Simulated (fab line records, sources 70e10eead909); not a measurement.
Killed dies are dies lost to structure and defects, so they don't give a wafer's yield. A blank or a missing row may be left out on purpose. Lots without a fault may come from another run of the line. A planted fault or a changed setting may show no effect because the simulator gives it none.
Chamber matching | flow nand_harc | NHARC_P_STI_STRIP_24 on wet_bench-06: 7 sister chambers
The step strips Si3N4 in H3PO4. 16 wafers are shown with their chamber, then 7 later ones without.

WAFERS WITH THEIR CHAMBER
wafer  | chamber | temp_c (C)
L217.1 | 3       | 159.91
L217.3 | 1       | 159.85
L217.4 | 6       | 159.83
L220.1 | 7       | 159.98
L220.2 | 1       | 160.04
L220.3 | 6       | 160.07
L221.4 | 7       | 160.24
L221.5 | 1       | 159.91
L221.6 | 6       | 159.99
L222.1 | 7       | 159.89
L222.4 | 4       | 160.25
L222.6 | 0       | 160.02
L229.1 | 2       | 160.05
L229.4 | 7       | 159.91
L229.5 | 6       | 159.67
L232.1 | 1       | 160.08

SIGNATURES (means of the wafers above)
reading | chamber 0 | chamber 1 | chamber 2 | chamber 3 | chamber 4 | chamber 6 | chamber 7 | scatter within a chamber
temp_c  | 160.0200  | 159.9700  | 160.0500  | 159.9100  | 160.2500  | 159.8900  | 160.0050  | 0.152
Rule: a wafer's distance from a chamber is the root of the sum, over the readings, of the square of ((its reading less the chamber's mean) divided by the reading's scatter). The wafer belongs to the nearest chamber; if the next one is less than 2 further off, it can't be placed. The scatter: the root of (the sum of the squares of (reading less its chamber's mean) over the shown wafers, divided by (wafers less chambers)).

WAFERS WITHOUT THEIR CHAMBER
wafer  | temp_c (C)
L232.2 | 160.20
L232.6 | 159.88
L237.4 | 159.84
L237.5 | 160.23
L240.1 | 159.98
L240.4 | 160.10
L240.5 | 159.92

WHICH CHAMBER EACH WENT THROUGH
wafer  | from the rows above                              | in truth
L232.2 | can't be placed: 4 or 2 or 0 or 7 or 1 or 3 or 6 | 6
L232.6 | can't be placed: 6 or 3 or 1 or 7 or 0 or 2      | 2
L237.4 | can't be placed: 6 or 3 or 1 or 7 or 0 or 2      | 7
L237.5 | can't be placed: 4 or 2 or 0 or 7 or 1 or 3      | 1
L240.1 | can't be placed: 1 or 7 or 0 or 3 or 2 or 6 or 4 | 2
L240.4 | can't be placed: 2 or 0 or 7 or 1 or 4 or 3 or 6 | 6
L240.5 | can't be placed: 3 or 6 or 1 or 7 or 0 or 2      | 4
Placed correctly: 0 of 7. Can't be placed from these rows: 7 (the true chamber is among the candidates in 6). Placed wrongly: 0.
